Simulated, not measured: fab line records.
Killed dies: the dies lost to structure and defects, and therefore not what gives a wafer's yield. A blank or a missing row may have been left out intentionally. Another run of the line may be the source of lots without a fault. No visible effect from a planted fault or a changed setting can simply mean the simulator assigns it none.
fab line records	flow n5_finfet
[record] lots = 7	wafers = 21
route steps=1938 shown BEOL_M11@1579 BEOL_M12@1636 BEOL_M13@1673 BEOL_M14@1718 BEOL_M15@1775
start_h: the number of hours between the record's first day and the start of the first shown wafer of the lot	wait_h: hours since the lot's step before	" identical to the entry in the row above	L1.1+2: several wafers, shown together as one row	- no value present, or no start provided	* or withheld: withheld	< > ~ a bound
route shown NAME@n: NAME is a module with steps in the file, n the number in the route of the first one	usual: mean/standard deviation taken from wafers without a fault	same: alike in all rows	chamber/n: place in a boat	sites: readings site by site	_std_site: standard deviation across them	_edge_site: the outer-site mean with the inner-site mean subtracted	radius_mm: for every site, how far away it sits from the centre of the wafer	mask NAME#n: copy n	behind: tool/chamber where the wafer was last shaped	hold: what put the lot on hold/how long, in hours/how the hold closed	device: the transistor (n, p or np) that didn't switch	end of line: at the end of the route, the tests of the same wafers	a step without rows: its recipe alone	killed: the dies lost at the first sort to structure and to defects; this is not the yield of the wafer	map: a wafer's dies, marking killed ones x, the rest . and places with no die _
set.NAME: the setting the step ran with; set.NAME@STEP: the setting that earlier step ran with	model.NAME: the simulator's own value behind a step, which no gauge read
one table per step and one row per wafer, for lots whose settings were changed on purpose
[[steps]]
[step N5_BEOL_M11_ETCH_41]
[recipe] chemistry = CH3F/O2	target = SiCN	target_depth_a = 426	taper_deg = 2	time_s = 86	ion_energy_ev = 120	mask_material = TiN	pressure_mtorr = 30	source_w = 395	bias_w = 75	Ar_flow_sccm = 150	CH3F_flow_sccm = 30	O2_flow_sccm = 20
lot.wafer	tool	chamber	start_h	wait_h	set.time_s	model.etch.depth_nm
L076.1	rie_diel-05	0	-	-	101.3	37.61
L076.4	"	2	"	"	101.3	38.31
L076.5	"	2	"	"	86	32.25
L080.4	rie_diel-05	3	-	-	86	31.7
L080.5	"	1	"	"	86	31.93
L080.6	"	2	"	"	86	32
L079.3	rie_diel-02	3	-	-	78.43	30.18
L079.4	"	2	"	"	78.43	30.43
L079.6	"	2	"	"	86	33.44
L084.1	rie_diel-05	0	-	-	101	37.44
L084.4	"	3	"	"	86	31.78
L084.5	"	3	"	"	86	31.73
L090.1	rie_diel-06	1	-	-	74.95	28.45
L090.2	"	3	"	"	74.95	28.11
L090.4	"	2	"	"	86	33.02
L095.1	rie_diel-06	3	-	-	86	32.05
L095.2	"	1	"	"	86	32.82
L095.4	"	0	"	"	86	33.49
L097.1	rie_diel-02	3	-	-	86	32.93
L097.5	"	2	"	"	86	33.29
L097.6	"	1	"	"	86	32.74
[step N5_BEOL_M11_STRIP_77]
[recipe] chemistry = N2/H2	time_s = 10	power_w = 450	temp_c = 40	pressure_mtorr = 20	rf_frequency_hz = 6e+07	bias_power_w = 7	n2_flow_sccm = 200	h2_flow_sccm = 200
[step N5_BEOL_M11_OCD_MEAS_38]
[usual] trench_depth_nm = 148.2/2.3
lot.wafer	tool	chamber	start_h	wait_h	set.bias_w@BEOL_M11_TRENCH_ETCH_37	trench_depth_nm
L076.1	ocd-01	-	279.12	-	185	145.3
L076.4	"	-	"	"	185	148.2
L076.5	"	-	"	"	162.7	142.0
L080.4	ocd-01	-	298.77	-	185	144.7
L080.5	"	-	"	"	185	146.8
L080.6	"	-	"	"	185	146.7
L079.3	ocd-01	-	300.95	-	209.7	157.1
L079.4	"	-	"	"	209.7	156.7
L079.6	"	-	"	"	185	152.5
L084.1	ocd-02	-	325.61	-	194.9	146.8
L084.4	"	-	"	"	185	146.1
L084.5	"	-	"	"	194.9	147.8
L090.1	ocd-01	-	364.96	-	185	147.2
L090.2	"	-	"	"	168	143.2
L090.4	"	-	"	"	185	151.1
L095.1	ocd-02	-	401.04	-	163.6	141.0
L095.2	"	-	"	"	185	147.9
L095.4	"	-	"	"	185	150.5
L097.1	ocd-02	-	423.45	-	185	151.4
L097.5	"	-	"	"	185	151.9
L097.6	"	-	"	"	185	150.4
[step N5_BEOL_M11_HM_STRIP_39]
[recipe] chemistry = peroxide_tin_strip	material = TiN	target_depth_a = 250	temp_c = 50	time_s = 158
[step N5_BEOL_M11_SRD_40]
[recipe] time_s = 30	temp_c = 23	rinse_liquid = diw	dry = ipa_marangoni
[step N5_BEOL_M11_ECD_50]
[recipe] material = Cu	target_thk_a = 3180
[step N5_BEOL_M11_ANNEAL_51]
[recipe] temp_c = 225	time_s = 90	ambient = N2
[step N5_BEOL_M11_CMP_52]
[recipe] stop_on = SiCOH_lowk	t_overpolish_s = 7	down_force_psi = 1	platen_rpm = 50	clearing_platen_down_force_psi = 1.5	clearing_platen_rpm = 50	post_cmp_clean = cu_alkaline	target_thk_nm = 140	clearing_platen_pad_velocity_m_s = 0.99484	pad_velocity_m_s = 0.99484
lot.wafer	tool	chamber	start_h	wait_h	set.bias_w@BEOL_M11_TRENCH_ETCH_37	model.Cu_of_BEOL_M11_ECD_50.thk_nm
L076.4	cmp-04	0	283.17	0.2	185	140.6
L076.1	"	1	"	"	185	137.8
L076.5	"	0	"	"	162.7	134.6
L080.4	cmp-02	3	300.47	0.2	185	135.8
L080.5	"	1	"	"	185	136.8
L080.6	"	2	"	"	185	137.2
L079.4	cmp-04	3	303.75	0.2	209.7	150.2
L079.3	"	0	"	"	209.7	149
L079.6	"	3	"	"	185	144.8
L084.1	cmp-01	1	327.94	0.3	194.9	139.4
L084.4	"	3	"	"	185	137.6
L084.5	"	1	"	"	194.9	140.8
L090.1	cmp-04	2	368.07	0.3	185	139.8
L090.2	"	3	"	"	168	135.8
L090.4	"	1	"	"	185	143.4
L095.2	cmp-01	3	403.73	0.2	185	140
L095.4	"	0	"	"	185	142.2
L095.1	"	1	"	"	163.6	132.4
L097.1	cmp-01	2	425.94	0.4	185	144
L097.5	"	3	"	"	185	144.2
L097.6	"	0	"	"	185	142.4
[step N5_BEOL_M11_PRE_CLEAN_55]
[recipe] gas = NH3	time_s = 15	temp_c = withheld	rf_power_w = 300
[step N5_BEOL_M11_DEP_56]
[recipe] material = SiCN	target_thk_a = 300	temp_c = withheld	precursor = 3MS/NH3	pressure_torr = 3	rf_w = 675	time_s = 10.5
[step N5_BEOL_M11_RS_MEAS_57]
[recipe] thk_meas_gauge = four-point-probe	reads = Cu_of_BEOL_M11_ECD_50+Co_of_BEOL_M11_CVD_75+TaN_of_BEOL_M11_ALD_74
[usual] M11_RS = 0.151/0.0031
lot.wafer	tool	chamber	start_h	wait_h	set.bias_w@BEOL_M11_TRENCH_ETCH_37	M11_RS[ohm/sq]
L076.1	film_metro-02	-	283.55	0.0	185	0.153
L076.4	"	-	"	"	185	0.150
L076.5	"	-	"	"	162.7	0.158
L080.4	film_metro-01	-	300.82	0.0	185	0.156
L080.5	"	-	"	"	185	0.155
L080.6	"	-	"	"	185	0.154
L079.3	film_metro-02	-	304.14	0.0	209.7	0.141
L079.4	"	-	"	"	209.7	0.140
L079.6	"	-	"	"	185	0.145
L084.1	film_metro-02	-	328.36	0.0	194.9	0.151
L084.4	"	-	"	"	185	0.153
L084.5	"	-	"	"	194.9	0.150
L090.1	film_metro-02	-	368.49	0.0	185	0.151
L090.2	"	-	"	"	168	0.156
L090.4	"	-	"	"	185	0.147
L095.1	film_metro-02	-	404.12	0.0	163.6	0.160
L095.2	"	-	"	"	185	0.151
L095.4	"	-	"	"	185	0.148
L097.1	film_metro-02	-	426.28	0.1	185	0.146
L097.5	"	-	"	"	185	0.146
L097.6	"	-	"	"	185	0.148
[step N5_BEOL_M12_ETCH_67]
[recipe] chemistry = CF4	target = SiARC	target_depth_a = 1430	time_s = 238.3	ion_energy_ev = 80	pressure_mtorr = 40	source_w = 545	bias_w = 36	Ar_flow_sccm = 100	cf4_flow_sccm = 100	ends = cleared
[usual] etch_rf_on_time_s = 237/3.3	rf_vpp_V = 184.5/1.1
lot.wafer	tool	chamber	start_h	wait_h	set.source_w	etch_rf_on_time_s	rf_vpp_V
L076.1	rie_diel-03	0	285.48	0.0	545	234	183.1
L076.4	"	2	"	"	545	242	182.3
L076.5	"	0	"	"	545	236	183.2
L080.4	rie_diel-01	1	302.51	0.0	545	234	186.3
L080.5	"	2	"	"	545	235	185.3
L080.6	"	3	"	"	545	231	182.3
L079.3	rie_diel-01	0	305.80	0.0	519.5	247	187.8
L079.4	"	3	"	"	519.5	241	186.3
L079.6	"	1	"	"	545	233	184.6
L084.1	rie_diel-04	1	330.22	0.0	585.5	226	180.8
L084.4	"	2	"	"	545	237	184.0
L084.5	"	0	"	"	545	244	184.2
L090.1	rie_diel-01	3	370.64	0.0	545	236	182.8
L090.2	"	0	"	"	545	237	183.2
L090.4	"	1	"	"	545	238	186.5
L095.1	rie_diel-01	3	405.77	0.0	462.5	274	194.4
L095.2	"	1	"	"	462.5	277	194.8
L095.4	"	0	"	"	545	239	185.6
L097.1	rie_diel-01	3	427.86	0.0	597	219	177.7
L097.5	"	3	"	"	545	236	182.6
L097.6	"	2	"	"	545	242	183.9
[step N5_BEOL_M12_ETCH_68]
[recipe] chemistry = N2/H2	target = SOC	mask_material = SiARC	source_w = 3000	bias_w = 350	temp_c = 40	time_s = 285	ion_energy_ev = 200	pressure_mtorr = 30	n2_flow_sccm = 200	h2_flow_sccm = 200
lot.wafer	tool	chamber	start_h	wait_h	set.time_s	model.SiARC_of_BEOL_M12_COAT_66.thk_nm
L076.1	rie_diel-03	0	285.63	0.1	285	86
L076.4	"	2	"	"	257.1	89
L076.5	"	0	"	"	257.1	88.6
L080.4+5	rie_diel-01	1,2	302.66	0.1	285	85.6
L080.6	"	3	"	"	285	85.4
L079.3+4	rie_diel-01	0,3	305.94	0.1	285	86.2
L079.6	"	1	"	"	285	86
L084.1	rie_diel-04	1	330.37	0.1	285	86.2
L084.4	"	2	"	"	285	86
L084.5	"	0	"	"	328.8	82.4
L090.1	rie_diel-01	3	370.79	0.1	285	85.2
L090.2+4	"	0,1	"	"	285	85.6
L095.1+4	rie_diel-01	3,0	405.92	0.1	285	86
L095.2	"	1	"	"	348.2	81
L097.1	rie_diel-01	3	428.00	0.1	261.3	87.6
L097.5	"	3	"	"	285	85.6
L097.6	"	2	"	"	285	86.4
[step N5_BEOL_M13_ETCH_59]
[recipe] chemistry = N2/H2	target = BARC	target_depth_a = 890	overetch_a = 267	time_s = 67.9	ion_energy_ev = 200	pressure_mtorr = 30	source_w = 840	bias_w = 150	n2_flow_sccm = 200	h2_flow_sccm = 200
lot.wafer	tool	chamber	start_h	wait_h	set.time_s	model.coat_of_BEOL_M13_COAT_04.thk_nm
L076.1	rie_diel-06	0	293.13	0.0	67.9	313.6
L076.4	"	3	"	"	56.4	329.2
L076.5	"	0	"	"	56.4	326.6
L080.4	rie_diel-05	1	307.92	0.0	67.9	318.8
L080.5	"	0	"	"	67.9	321.2
L080.6	"	1	"	"	67.9	319.4
L079.3	rie_diel-02	2	311.52	0.0	63.23	320.8
L079.4+6	"	0,2	"	"	67.9	317.2
L084.1	rie_diel-02	0	335.53	0.0	67.9	317.8
L084.4	"	3	"	"	67.9	315.8
L084.5	"	3	"	"	60.93	323.4
L090.1	rie_diel-06	3	375.38	0.0	67.9	319
L090.2	"	2	"	"	75.93	310
L090.4	"	0	"	"	75.93	307
L095.1	rie_diel-06	3	408.68	0.0	67.9	318.2
L095.2	"	2	"	"	55.66	330.8
L095.4	"	0	"	"	55.66	325.8
L097.1	rie_diel-02	1	432.46	0.0	67.9	317
L097.5	"	3	"	"	67.9	316.2
L097.6	"	0	"	"	77.71	309
[step N5_BEOL_M13_COAT_65]
[recipe] resist = SOC	temp_c = 250	time_s = 60	spin_rpm = 1500	resist_thk_nm = 350
lot.wafer	tool	chamber	start_h	wait_h	set.spin_rpm	model.SOC_of_BEOL_M13_COAT_65.thk_nm
L076.1	litho_track-03	0	293.68	0.0	1405	361.4
L076.4	"	0	"	"	1500	350
L076.5	"	0	"	"	1405	362
L080.4	litho_track-05	0	308.46	0.0	1500	348.2
L080.5	"	0	"	"	1500	348
L080.6	"	0	"	"	1500	347.8
L079.3	litho_track-05	0	312.08	0.0	1500	349.2
L079.4	"	0	"	"	1600	338.6
L079.6	"	0	"	"	1500	350
L084.1+4	litho_track-01	0	336.11	0.0	1365	367.8
L084.5	"	0	"	"	1500	350.8
L090.1	litho_track-05	0	375.91	0.0	1500	352.4
L090.2	"	0	"	"	1500	352
L090.4	"	0	"	"	1500	350.8
L095.1	litho_track-03	0	409.21	0.0	1500	350.2
L095.2	"	0	"	"	1358	368
L095.4	"	0	"	"	1358	367.6
L097.1	litho_track-05	0	432.99	0.0	1555	344.6
L097.5	"	0	"	"	1500	351.6
L097.6	"	0	"	"	1555	344.8
[step N5_BEOL_M14_COAT_58]
[recipe] resist = BARC	temp_c = 205	time_s = 60	spin_rpm = 1500	resist_thk_nm = 89
lot.wafer	tool	chamber	start_h	wait_h	set.spin_rpm	model.BARC_of_BEOL_M14_COAT_58.thk_nm
L076.1+5	litho_track-04	0	297.39	0.0	1500	89.4
L076.4	"	0	"	"	1500	89.2
L080.4+6	litho_track-02	0	312.88	0.0	1500	89
L080.5	"	0	"	"	1500	89.2
L079.3	litho_track-01	0	316.28	0.0	1360	93.4
L079.4	"	0	"	"	1500	89
L079.6	"	0	"	"	1360	93.8
L084.1+5	litho_track-04	0	339.90	0.0	1500	89.6
L084.4	"	0	"	"	1564	87.6
L090.1	litho_track-04	0	380.93	0.0	1359	94
L090.2	"	0	"	"	1359	93.6
L090.4	"	0	"	"	1359	93.8
L095.1	litho_track-02	0	413.97	0.0	1640	85.8
L095.2	"	0	"	"	1500	89.6
L095.4	"	0	"	"	1640	85.6
L097.1	litho_track-02	0	439.44	0.0	1605	86.6
L097.5	"	0	"	"	1500	89.6
L097.6	"	0	"	"	1500	89.8
[step N5_BEOL_M14_COAT_04]
[recipe] spin_rpm = 1704	resist_thk_nm = 800
lot.wafer	tool	chamber	start_h	wait_h	set.spin_rpm	model.coat_of_BEOL_M14_COAT_04.thk_nm
L076.1	litho_track-04	0	-	-	1704	799.8
L076.4	"	0	"	"	1704	799
L076.5	"	0	"	"	1704	801
L080.4	litho_track-02	0	-	-	1704	804.6
L080.5	"	0	"	"	1704	803
L080.6	"	0	"	"	1704	801.4
L079.3	litho_track-01	0	-	-	1618	820.2
L079.4	"	0	"	"	1618	818.6
L079.6	"	0	"	"	1704	801.2
L084.1	litho_track-04	0	-	-	1789	780.6
L084.4	"	0	"	"	1704	802
L084.5	"	0	"	"	1704	800
L090.1	litho_track-04	0	-	-	1544	842
L090.2	"	0	"	"	1704	801.4
L090.4	"	0	"	"	1704	800
L095.1	litho_track-02	0	-	-	1704	800
L095.2	"	0	"	"	1704	800.2
L095.4	"	0	"	"	1607	825.2
L097.1	litho_track-02	0	-	-	1704	805.6
L097.5	"	0	"	"	1763	790
L097.6	"	0	"	"	1704	805
[step N5_BEOL_M14_EBR_06]
[recipe] solvent = PGMEA	ebr_width_mm = 1.5
[step N5_BEOL_M14_SOFTBAKE_05]
[recipe] temp_c = 130	time_s = 60
[step N5_BEOL_M14_DESCUM_15]
[recipe] chemistry = O2	time_s = 7.9	source_power_w = 50	bias_power_w = 20	pressure_mtorr = 20	rf_frequency_hz = 2.712e+07	temp_c = 40	o2_flow_sccm = 225
[step N5_BEOL_M14_ETCH_59]
[recipe] chemistry = N2/H2	target = BARC	target_depth_a = 890	overetch_a = 267	time_s = 67.9	ion_energy_ev = 200	pressure_mtorr = 30	source_w = 840	bias_w = 150	n2_flow_sccm = 200	h2_flow_sccm = 200
lot.wafer	tool	chamber	start_h	wait_h	set.spin_rpm@BEOL_M14_COAT_58	model.etch.depth_nm
L076.1	rie_diel-03	3	297.79	0.0	1500	89.5
L076.4	"	1	"	"	1500	89.17
L076.5	"	1	"	"	1500	89.33
L080.4	rie_diel-03	0	313.40	0.0	1500	89.08
L080.5	"	0	"	"	1500	89.11
L080.6	"	3	"	"	1500	89.03
L079.3	rie_diel-03	0	316.81	0.0	1360	93.47
L079.4	"	0	"	"	1500	89.06
L079.6	"	1	"	"	1360	93.73
L084.1	rie_diel-01	1	341.15	0.0	1500	89.55
L084.4	"	0	"	"	1564	87.58
L084.5	"	0	"	"	1500	89.67
L090.1	rie_diel-03	2	381.45	0.0	1359	93.99
L090.2	"	1	"	"	1359	93.57
L090.4	"	3	"	"	1359	93.86
L095.1	rie_diel-01	1	414.78	0.0	1640	85.73
L095.2	"	2	"	"	1500	89.54
L095.4	"	0	"	"	1640	85.6
L097.1	rie_diel-04	0	440.05	0.0	1605	86.61
L097.5	"	0	"	"	1500	89.5
L097.6	"	1	"	"	1500	89.83
[step N5_BEOL_M14_VIA_ETCH_16]
[recipe] chemistry = C4F8/O2/Ar	target = SiO2	he_inner_torr = 15	he_outer_torr = 30	target_depth_a = 12313	time_s = withheld	ion_energy_ev = 800	pressure_mtorr = 20	source_w = 1905	bias_w = 2040	Ar_flow_sccm = 400	C4F8_flow_sccm = 16	O2_flow_sccm = 12	ends = cleared
lot.wafer	tool	chamber	start_h	wait_h	set.spin_rpm@BEOL_M14_COAT_04	model.coat_of_BEOL_M14_COAT_04.thk_nm
L076.1	rie_diel-03	3	297.84	0.0	1704	461
L076.4	"	1	"	"	1704	454.2
L076.5	"	1	"	"	1704	454.6
L080.4	rie_diel-03	0	313.45	0.0	1704	457.4
L080.5	"	0	"	"	1704	455.2
L080.6	"	3	"	"	1704	450.6
L079.3	rie_diel-03	0	316.86	0.0	1618	472.6
L079.4	"	0	"	"	1618	471.2
L079.6	"	1	"	"	1704	450.4
L084.1	rie_diel-01	1	341.20	0.0	1789	431
L084.4	"	0	"	"	1704	452
L084.5	"	0	"	"	1704	446.6
L090.1	rie_diel-03	2	381.51	0.0	1544	497.8
L090.2	"	1	"	"	1704	451.2
L090.4	"	3	"	"	1704	448.8
L095.1	rie_diel-01	1	414.83	0.0	1704	454.4
L095.2	"	2	"	"	1704	453.6
L095.4	"	0	"	"	1607	474.2
L097.1	rie_diel-04	0	440.10	0.0	1704	469.2
L097.5	"	0	"	"	1763	448.4
L097.6	"	1	"	"	1704	464.2
[step N5_BEOL_M15_COAT_58]
[recipe] resist = BARC	temp_c = 205	time_s = 60	spin_rpm = 1500	resist_thk_nm = 89
lot.wafer	tool	chamber	start_h	wait_h	set.spin_rpm	model.BARC_of_BEOL_M15_COAT_58.thk_nm
L076.1	litho_track-04	0	301.25	0.0	1649	85.4
L076.4	"	0	"	"	1500	89.4
L076.5	"	0	"	"	1649	85.6
L080.4	litho_track-03	0	320.25	0.0	1500	88.8
L080.5	"	0	"	"	1500	89
L080.6	"	0	"	"	1500	88.6
L079.3+4+6	litho_track-03	0	320.95	0.0	1500	88.8
L084.1+4+5	litho_track-03	0	346.43	0.0	1500	89.2
L090.1	litho_track-03	0	388.78	0.0	1500	89
L090.2	"	0	"	"	1500	89.2
L090.4	"	0	"	"	1450	90.6
L095.1+4	litho_track-04	0	422.17	0.0	1640	85.4
L095.2	"	0	"	"	1500	89.2
L097.1	litho_track-03	0	444.93	0.0	1500	89
L097.5	"	0	"	"	1500	88.6
L097.6	"	0	"	"	1500	88.8
[[key]]
[split] step = N5_BEOL_M11_ETCH_41	setting = time_s	stated = 86	by = wafer
[response] step = N5_BEOL_M11_ETCH_41	reading = model.etch.depth_nm	change = +0.335	per = 1%	r = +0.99
[split] step = N5_BEOL_M12_ETCH_67	setting = source_w	stated = 545	by = wafer
[response] step = N5_BEOL_M12_ETCH_67	reading = etch_rf_on_time_s	change = *	per = 1%	r = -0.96
[response] step = N5_BEOL_M12_ETCH_67	reading = rf_vpp_V	change = -0.566	per = 1%	r = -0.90
[split] step = N5_BEOL_M12_ETCH_68	setting = time_s	stated = 285	by = wafer
[response] step = N5_BEOL_M12_ETCH_68	reading = model.SiARC_of_BEOL_M12_COAT_66.thk_nm	change = -0.233	per = 1%	r = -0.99
[split] step = N5_BEOL_M13_ETCH_59	setting = time_s	stated = 67.9	by = wafer
[response] step = N5_BEOL_M13_ETCH_59	reading = model.coat_of_BEOL_M13_COAT_04.thk_nm	change = -0.674	per = 1%	r = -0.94
[split] step = N5_BEOL_M13_COAT_65	setting = spin_rpm	stated = 1500	by = wafer
[response] step = N5_BEOL_M13_COAT_65	reading = model.SOC_of_BEOL_M13_COAT_65.thk_nm	change = -1.83	per = 1%	r = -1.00
[split] step = N5_BEOL_M14_COAT_58	setting = spin_rpm	stated = 1500	by = wafer
[response] step = N5_BEOL_M14_COAT_58	reading = model.BARC_of_BEOL_M14_COAT_58.thk_nm	change = -0.454	per = 1%	r = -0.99
[response] step = N5_BEOL_M14_ETCH_59	reading = model.etch.depth_nm	change = -0.45	per = 1%	r = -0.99
[split] step = N5_BEOL_M14_COAT_04	setting = spin_rpm	stated = 1704	by = wafer
[response] step = N5_BEOL_M14_COAT_04	reading = model.coat_of_BEOL_M14_COAT_04.thk_nm	change = -4.25	per = 1%	r = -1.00
[response] step = N5_BEOL_M14_VIA_ETCH_16	reading = model.coat_of_BEOL_M14_COAT_04.thk_nm	change = -4.52	per = 1%	r = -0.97
[split] step = N5_BEOL_M15_COAT_58	setting = spin_rpm	stated = 1500	by = wafer
[response] step = N5_BEOL_M15_COAT_58	reading = model.BARC_of_BEOL_M15_COAT_58.thk_nm	change = -0.402	per = 1%	r = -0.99
split outside_this_file step=N5_BEOL_M11_TRENCH_ETCH_37 setting=bias_w
// split outside_this_file: this setting was split too, and the file shows its column; the key of that split is in another file
